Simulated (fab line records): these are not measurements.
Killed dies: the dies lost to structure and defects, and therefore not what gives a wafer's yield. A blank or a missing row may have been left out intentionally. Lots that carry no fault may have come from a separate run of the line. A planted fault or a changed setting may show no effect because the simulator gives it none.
Matching of chambers | flow nand-harc | 4 sister chambers for NHARC_A_STAIRCASE_ALD_415 on ald-hk-03
The step deposits SiO2, target thk 30 nm, pulse time 6 s, ald cycles 300. 8 wafers are shown with their chamber, then 8 later ones without.

== WAFERS PAIRED WITH THEIR CHAMBERS ==
wafer  | chamber | heater-power-w (W) | precursor-pulse-height-rel
L936.4 | 2       | 459                | 0.968
L937.4 | 0       | 444                | 1.035
L939.2 | 3       | 488                | 1.006
L939.6 | 2       | 461                | 0.992
L942.2 | 0       | 452                | 0.982
L942.3 | 1       | 426                | 0.990
L942.5 | 1       | 420                | 0.986
L945.1 | 3       | 468                | 0.999

== WAFERS MISSING THEIR CHAMBER ==
wafer  | heater-power-w (W) | precursor-pulse-height-rel
L945.3 | 471                | 1.009
L945.6 | 447                | 1.001
L944.1 | 421                | 0.988
L944.2 | 475                | 1.009
L944.6 | 448                | 1.007
L957.2 | 419                | 0.984
L957.3 | 454                | 1.005
L957.5 | 475                | 1.014

== WHICH CHAMBER EACH ONE RAN IN ==
wafer  | from the rows above          | in truth
L945.3 | can't be placed: 3 or 2 or 0 | 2
L945.6 | can't be placed: 0 or 2      | 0
L944.1 | 1                            | 1
L944.2 | can't be placed: 3 or 2      | 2
L944.6 | can't be placed: 0 or 2      | 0
L957.2 | 1                            | 1
L957.3 | can't be placed: 0 or 2      | 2
L957.5 | can't be placed: 3 or 2      | 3
Placed correctly: 2 of 8. These rows do not allow placing 6 (true chamber among the candidates in 6). Placed wrongly: 0.
How it was worked out, from the rows above alone: a wafer's distance from a chamber is the root of the sum, over the readings, of the square of ((its reading less the chamber's mean) divided by the reading's scatter). The wafer belongs to the nearest chamber; if the next one is less than 2 further off, it can't be placed. For every chamber, the mean is computed from those of its wafers that are shown. How the scatter is found: for the shown wafers, subtract from each reading the mean of its chamber, square and add these, divide the total by (wafers less chambers), then take the root.
